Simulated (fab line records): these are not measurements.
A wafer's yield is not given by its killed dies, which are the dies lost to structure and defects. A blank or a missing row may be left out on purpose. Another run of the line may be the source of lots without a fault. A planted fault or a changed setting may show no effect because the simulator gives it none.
fab line records | flow n5Finfet
record lots=7 wafers=39
route steps=1938 shown WELL_APT@32 FIN_SAQP@94 DUMMY_GATE@228 SD_EPI_N@293 MOL_CONTACT_COAG@570 BEOL_M4@1111
startH: the number of hours between the record's first day and the start of the first shown wafer of the lot | waitH: hours from the lot's prior step to this one | " same as the row above | L1.1+2: one row covering several wafers at once | - no value present, or no start provided | * or withheld: withheld | < > ~ a bound
route shown NAME@n: a module of which the file shows steps, and the number in the route of the first | usual: mean and standard deviation over wafers with no fault | same: alike in all rows | chamber/n: place in a boat | sites: per-site readings | _std_site: standard deviation of those values | _edge_site: inner sites' mean taken away from outer sites' mean | radiusMm: for every site, how far away it sits from the centre of the wafer | mask NAME#n: copy n | behind: tool/chamber where the wafer was last shaped | hold: reason for holding the lot/hours on hold/outcome of the hold | device: transistor that didn't switch, given as n, p or np | end of line: the route-end tests of the same wafers | step lacking rows: just its recipe | killed: dies that structure and defects cost at the first sort, which is not the same as the wafer's yield | map: a wafer's dies, marking killed ones x, the rest . and places with no die _
set.NAME: setting as actually run; set.NAME@STEP: the setting as run at that earlier step | model.NAME: the simulator's own value behind a step, which no gauge read
lots whose settings were changed on purpose; a table a step, a row a wafer
## steps
# step N5_WELL_APT_IMPLANT_14
# recipe species=P energyKev=160 doseCm2=1.5e+13 tiltDeg=0 rotationDeg=0
# step N5_FIN_SAQP_ALD_61
# recipe material=SiO2 targetThkA=40 tempC=300 aldPrecursorFamily=BDEAS aldCoReactant=O2-plasma pulseTimeS=1 purgeTimeS=2 coReactantPurgeTimeS=2 aldCycles=43 pressureTorr=2
# step N5_FIN_SAQP_SPACER1_ALD_24
# recipe material=SiO2 targetThkA=203 tempC=300 aldPrecursorFamily=BDEAS aldCoReactant=O2-plasma pulseTimeS=1 purgeTimeS=2 coReactantPurgeTimeS=2 aldCycles=218 pressureTorr=2
# step N5_DUMMY_GATE_EXPOSE_12
# recipe maskId=GATE na=0.33 sourceShape=annular sigmaInner=0.2 sigmaOuter=0.6 polarization=unpolarized targetCdNm=25 doseMj=34
# step N5_DUMMY_GATE_ETCH_31
# recipe chemistry=C4F6/O2 target=SiO2 maskMaterial=SOC targetDepthA=825 timeS=27.5 ionEnergyEv=250 pressureMtorr=30 sourceW=345 biasW=185 Ar_flow_sccm=300 C4F6_flow_sccm=10 O2_flow_sccm=10
# step N5_DUMMY_GATE_ETCH_32
# recipe chemistry=CF4 target=SiO2 targetDepthA=35 timeS=3.9 ionEnergyEv=350 pressureMtorr=10 icpW=800 biasW=400 cf4FlowSccm=80
# step N5_SD_EPI_N_LINER_46
# recipe material=SiNx targetThkA=30 tempC=400 aldPrecursorFamily=SiH2I2 aldCoReactant=N2/H2-plasma pressureTorr=2
# step N5_MOL_CONTACT_COAG_EXPOSE_81
# recipe maskId=VG na=0.33 sourceShape=annular sigmaInner=0.3 sigmaOuter=0.7 polarization=unpolarized defocusNm=0 doseMj=59.5
# step N5_MOL_CONTACT_COAG_ALD_131
# recipe material=SiO2 targetThkA=50 tempC=100 aldPrecursorFamily=BDEAS aldCoReactant=O2-plasma pulseTimeS=1 coReactantPulseTimeS=1 purgeTimeS=2 coReactantPurgeTimeS=2 aldCycles=35 pressureTorr=2
# step N5_BEOL_M4_RC_MEAS_101
# usual DIBL_N=35.8/1.5 DIBL_P=35.8/1.7 IOFF_P=0.204/0.027 IOFF_P_85C=3.6/0.4 IOFF_P_LIN=0.097/0.011 RS_NWELL=1036/6.2 SS_N=71.4/0.54 VT_P_LVT=-98.7/2.4
# columns lot.wafer tool chamber startH waitH set.energyKev@WELL_APT_IMPLANT_14 set.tempC@FIN_SAQP_ALD_61 set.tempC@FIN_SAQP_SPACER1_ALD_24 set.doseMj@DUMMY_GATE_EXPOSE_12 set.targetDepthA@DUMMY_GATE_ETCH_31 set.timeS@DUMMY_GATE_ETCH_32 set.targetThkA@SD_EPI_N_LINER_46 set.doseMj@MOL_CONTACT_COAG_EXPOSE_81 set.aldCycles@MOL_CONTACT_COAG_ALD_131 DIBL_N[mV/V] DIBL_P[mV/V] IOFF_P[nA/um] IOFF_P_85C[nA/um] IOFF_P_LIN[nA/um] RS_NWELL[ohm/sq] SS_N[mV/dec] VT_P_LVT[mV]
L074.1 prober-01 0 174.47 0.3 154.5 300 289.9 34.99 825 3.518 30 59.5 33 39.5 39.9 0.235 4.0 0.104 1057 72.0 -96.3
L074.2 " 0 " " 160 300 289.9 34.99 825 3.9 26.57 59.5 33 38.5 40.9 0.261 4.4 0.114 1040 72.2 -93.3
L074.3 " 0 " " 160 311.8 300 34 825 3.518 26.57 59.5 33 38.2 39.1 0.243 4.1 0.107 1023 71.7 -95.5
L074.4 " 0 " " 160 311.8 300 34.99 825 3.9 26.57 59.5 35 37.5 39.4 0.234 4.0 0.105 1040 71.9 -95.1
L074.5 " 0 " " 154.5 300 300 34 825 3.9 30 59.5 35 38.0 38.2 0.205 3.6 0.095 1065 71.3 -98.2
L074.6 " 0 " " 154.5 311.8 289.9 34 825 3.518 30 59.5 35 35.6 35.1 0.170 3.1 0.083 1064 71.3 -99.4
L078.1 prober-01 0 201.71 0.0 160 289.2 300 34 825 3.9 31.85 63.44 35 35.7 34.8 0.176 3.2 0.086 1035 70.8 -100.3
L078.2 " 0 " " 160 300 286.2 34 735.4 3.9 31.85 63.44 40 35.7 35.6 0.190 3.4 0.092 1042 71.5 -98.7
L078.3 " 0 " " 175.4 289.2 300 34 735.4 3.9 30 59.5 35 37.2 37.9 0.228 3.9 0.104 986 71.9 -96.0
L078.4 " 0 " " 160 300 300 31.49 825 3.9 31.85 59.5 40 31.1 30.0 0.126 2.4 0.068 1033 70.0 -102.6
L078.5 " 0 " " 175.4 300 286.2 31.49 825 3.9 30 63.44 40 31.7 31.5 0.147 2.7 0.078 988 68.9 -101.0
L078.6 " 0 " " 175.4 289.2 286.2 31.49 735.4 3.9 30 59.5 35 32.2 32.4 0.155 2.8 0.081 993 69.8 -100.5
L081.1 prober-01 0 215.69 0.0 154.8 292.6 300 32.82 825 3.9 30 56.1 40 32.4 31.5 0.160 2.9 0.082 1051 70.8 -101.9
L081.2 " 0 " " 154.8 292.6 300 32.82 772.3 3.357 30 59.5 35 31.2 30.0 0.149 2.7 0.077 1054 70.5 -100.5
L081.3 " 0 " " 160 300 300 34 825 3.9 30 59.5 35 34.4 34.0 0.204 3.6 0.097 1039 71.6 -97.0
L081.4 " 0 " " 160 292.6 290.9 34 825 3.357 30 59.5 40 36.1 36.7 0.237 4.1 0.107 1034 71.8 -96.2
L081.5 " 0 " " 160 300 290.9 32.82 772.3 3.9 30 56.1 35 33.3 32.6 0.181 3.2 0.089 1041 71.2 -98.7
L081.6 " 0 " " 154.8 300 290.9 34 772.3 3.357 30 56.1 40 33.4 33.1 0.191 3.4 0.093 1056 71.6 -97.8
L086.2 prober-01 0 253.96 0.2 160 300 300 34 825 3.9 30 59.5 35 37.6 36.1 0.219 3.7 0.101 1034 72.0 -100.8
L086.5 " 0 " " 160 300 300 34 825 3.9 30 59.5 35 38.2 36.5 0.221 3.7 0.101 1024 71.8 -99.0
L086.6 " 0 " " 160 300 300 34 825 3.9 30 59.5 35 38.0 36.5 0.224 3.7 0.100 1036 72.0 -99.6
L088.1 prober-02 0 261.96 0.0 160 300 289.9 34 825 3.9 30 59.5 31 38.2 39.0 0.273 4.6 0.125 1036 72.0 -93.8
L088.2 " 0 " " 160 300 300 34 825 3.9 30 61.08 35 37.3 38.0 0.260 4.4 0.121 1044 72.0 -95.9
L088.3 " 0 " " 160 300 300 34 825 3.9 31.73 59.5 31 36.9 36.8 0.228 3.9 0.109 1037 71.1 -95.8
L088.4 " 0 " " 160 300 289.9 34 825 3.9 31.73 61.08 31 36.1 35.5 0.206 3.6 0.102 1038 71.6 -97.9
L088.5 " 0 " " 160 300 300 34 825 3.9 31.73 61.08 35 38.3 37.4 0.244 4.2 0.115 1041 72.2 -96.4
L088.6 " 0 " " 160 300 289.9 34 825 3.9 30 59.5 35 36.5 37.3 0.239 4.1 0.113 1042 70.9 -95.5
L095.1 prober-01 0 296.84 0.0 154.5 300 307.8 32.22 825 3.9 30 57.24 35 30.6 30.1 0.143 2.7 0.078 1064 70.2 -101.2
L095.2 " 0 " " 160 304.9 300 34 825 3.021 27.68 57.24 31 35.8 37.2 0.252 4.4 0.118 1035 71.1 -94.4
L095.3 " 0 " " 160 300 307.8 34 825 3.021 27.68 59.5 35 35.6 38.0 0.261 4.5 0.119 1033 71.3 -94.2
L095.4 " 0 " " 160 304.9 300 32.22 825 3.9 27.68 59.5 31 32.4 33.3 0.200 3.5 0.100 1030 70.0 -96.3
L095.5 " 0 " " 154.5 304.9 307.8 32.22 825 3.021 30 57.24 35 31.5 31.6 0.160 3.0 0.084 1060 70.1 -100.9
L095.6 " 0 " " 154.5 300 300 34 825 3.9 30 59.5 31 33.0 33.6 0.182 3.3 0.093 1054 70.5 -99.6
L096.1 prober-02 0 303.88 0.0 150 300 312.2 34 920.2 3.9 26.45 59.5 35 37.9 40.1 0.252 4.4 0.114 1074 71.8 -95.4
L096.2 " 0 " " 150 300 312.2 34 825 3.598 26.45 59.5 31 35.5 36.5 0.191 3.4 0.092 1073 71.2 -98.8
L096.3 " 0 " " 160 300 300 34 920.2 3.598 26.45 59.5 31 36.7 38.3 0.226 3.9 0.106 1022 71.8 -96.7
L096.4 " 0 " " 160 300 300 34 920.2 3.9 30 59.5 35 36.4 35.7 0.166 3.1 0.083 1042 70.8 -101.5
L096.5 " 0 " " 150 300 300 34 825 3.598 30 59.5 35 36.2 36.3 0.180 3.3 0.089 1074 71.2 -100.3
L096.6 " 0 " " 160 300 312.2 34 825 3.9 30 59.5 31 33.4 32.8 0.142 2.7 0.075 1043 71.3 -103.4
## key
split step=N5_WELL_APT_IMPLANT_14 setting=energyKev statedAs=160
response step=N5_BEOL_M4_RC_MEAS_101 reading=RS_NWELL slope=-5.2 per=1% togetherWith=all explained=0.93
split step=N5_FIN_SAQP_ALD_61 setting=tempC statedAs=300
response none clear
split step=N5_FIN_SAQP_SPACER1_ALD_24 setting=tempC statedAs=300
response none clear
split step=N5_DUMMY_GATE_EXPOSE_12 setting=doseMj statedAs=34
response step=N5_BEOL_M4_RC_MEAS_101 reading=DIBL_P slope=+0.741 per=1% togetherWith=all explained=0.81
response step=N5_BEOL_M4_RC_MEAS_101 reading=SS_N slope=+0.235 per=1% togetherWith=all explained=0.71
response step=N5_BEOL_M4_RC_MEAS_101 reading=DIBL_N slope=+0.603 per=1% togetherWith=all explained=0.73
response step=N5_BEOL_M4_RC_MEAS_101 reading=IOFF_P_85C slope=+0.145 per=1% togetherWith=all explained=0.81
response step=N5_BEOL_M4_RC_MEAS_101 reading=IOFF_P slope=+0.00953 per=1% togetherWith=all explained=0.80
split step=N5_DUMMY_GATE_ETCH_31 setting=targetDepthA statedAs=825
response none clear
split step=N5_DUMMY_GATE_ETCH_32 setting=timeS statedAs=3.9
response none clear
split step=N5_SD_EPI_N_LINER_46 setting=targetThkA statedAs=30
response step=N5_BEOL_M4_RC_MEAS_101 reading=VT_P_LVT slope=-0.366 per=1% togetherWith=all explained=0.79
response step=N5_BEOL_M4_RC_MEAS_101 reading=IOFF_P_LIN slope=-0.00173 per=1% togetherWith=all explained=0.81
response step=N5_BEOL_M4_RC_MEAS_101 reading=IOFF_P slope=-0.00477 per=1% togetherWith=all explained=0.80
response step=N5_BEOL_M4_RC_MEAS_101 reading=IOFF_P_85C slope=-0.0707 per=1% togetherWith=all explained=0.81
split step=N5_MOL_CONTACT_COAG_EXPOSE_81 setting=doseMj statedAs=59.5
response none clear
split step=N5_MOL_CONTACT_COAG_ALD_131 setting=aldCycles statedAs=35
response none clear
